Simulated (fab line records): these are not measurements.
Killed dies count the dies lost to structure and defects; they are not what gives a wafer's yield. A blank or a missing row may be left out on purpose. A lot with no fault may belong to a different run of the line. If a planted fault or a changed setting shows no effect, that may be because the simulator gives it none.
Which tool did it?	flow n5-finfet	32 wafers from 11 lots sampled at 3 of the route's 1938 steps

WHAT THE GAUGES READ, wafer by wafer
N5_BEOL_M6_THK_MEAS_01.
lot	measured	on	M6_ILD_THK (nm)
L135	day 9 03:49	film-metro-02	154.0 154.9 156.1
L136	day 9 05:44	film-metro-02	154.1 155.7 156.1
L139	day 10 11:49	film-metro-02	154.0 156.2 156.5
L140	day 10 11:43	film-metro-02	152.3 153.1 154.1
L141	day 10 17:32	film-metro-01	153.5 151.8 153.7
L145	day 11 17:51	film-metro-01	153.1 157.8 154.1
L149	day 12 21:40	film-metro-02	155.4 158.5 160.1
L150	day 13 01:59	film-metro-01	156.5 154.2 156.3
L152	day 13 03:14	film-metro-01	155.0 152.1 157.6
L154	day 14 20:12	film-metro-02	155.0 153.7
L156	day 15 13:04	film-metro-01	151.8 153.9 155.4

TOOL THAT RAN EACH LOT (tool first, then ch and the chambers of the sampled wafers, then the start)
lot	N5_BEOL_M5_ANNEAL_84	N5_BEOL_M5_ANNEAL_89
L135	pvd-sputter-01, day 8 23:50	pvd-sputter-01, day 9 00:56
L136	pvd-sputter-03, day 9 01:56	pvd-sputter-03, day 9 03:02
L139	pvd-sputter-03, day 10 07:13	pvd-sputter-03, day 10 08:18
L140	pvd-sputter-01, day 10 07:40	pvd-sputter-01, day 10 08:46
L141	pvd-sputter-02, day 10 13:44	pvd-sputter-02, day 10 14:50
L145	pvd-sputter-01, day 11 14:04	pvd-sputter-01, day 11 15:08
L149	pvd-sputter-03, day 12 16:10	pvd-sputter-03, day 12 18:50
L150	pvd-sputter-03, day 12 22:10	pvd-sputter-03, day 12 23:16
L152	pvd-sputter-02, day 12 23:26	pvd-sputter-02, day 13 00:31
L154	pvd-sputter-01, day 14 15:49	pvd-sputter-01, day 14 16:55
L156	pvd-sputter-01, day 15 09:15	pvd-sputter-01, day 15 10:20
- N5_BEOL_M5_ANNEAL_84: time 1800 s.
- N5_BEOL_M5_ANNEAL_89: time 1800 s.

WHAT THE TOOLS THEMSELVES READ (means of the sampled wafers that have a number; where no wafer has one, the mark that the record gives instead)
N5_BEOL_M5_ANNEAL_84.
lot	tool	heater-power-w (W)
L135	pvd-sputter-01	837
L136	pvd-sputter-03	772
L139	pvd-sputter-03	786
L140	pvd-sputter-01	810
L141	pvd-sputter-02	984
L145	pvd-sputter-01	830
L149	pvd-sputter-03	768
L150	pvd-sputter-03	782
L152	pvd-sputter-02	908
L154	pvd-sputter-01	788
L156	pvd-sputter-01	840

N5_BEOL_M5_ANNEAL_89.
lot	tool	heater-power-w (W)
L135	pvd-sputter-01	842
L136	pvd-sputter-03	759
L139	pvd-sputter-03	766
L140	pvd-sputter-01	807
L141	pvd-sputter-02	981
L145	pvd-sputter-01	813
L149	pvd-sputter-03	778
L150	pvd-sputter-03	780
L152	pvd-sputter-02	890
L154	pvd-sputter-01	790
L156	pvd-sputter-01	852

THE ANSWER, worked out from the rows above alone
Rule: the lots themselves supply what counts as usual. The widest of any qualifying gaps counts: lots, ordered by their means at a reading, are off when they make up no more than a third of the lots, leave a main group of 4 or more, and stand apart from it by 3 or more times the standard deviation of that group's means. A main group whose means are all the same, to the digits that the tables above print for the reading, isn't used. Also off: a lot with no number at a reading for which 4 or more lots have one. Any other lot the step has rows for is counted as sound. Order of review: gauges by route order, followed by the tools' own readings, for which a lot's mean as printed above is used. At the first step where some lot is off, the reading lying furthest off is the one used; lots without a number count as furthest.
No lot is off on any of the readings shown, so nothing can be concluded from this.

WHAT THE SIMULATOR HAD PUT IN
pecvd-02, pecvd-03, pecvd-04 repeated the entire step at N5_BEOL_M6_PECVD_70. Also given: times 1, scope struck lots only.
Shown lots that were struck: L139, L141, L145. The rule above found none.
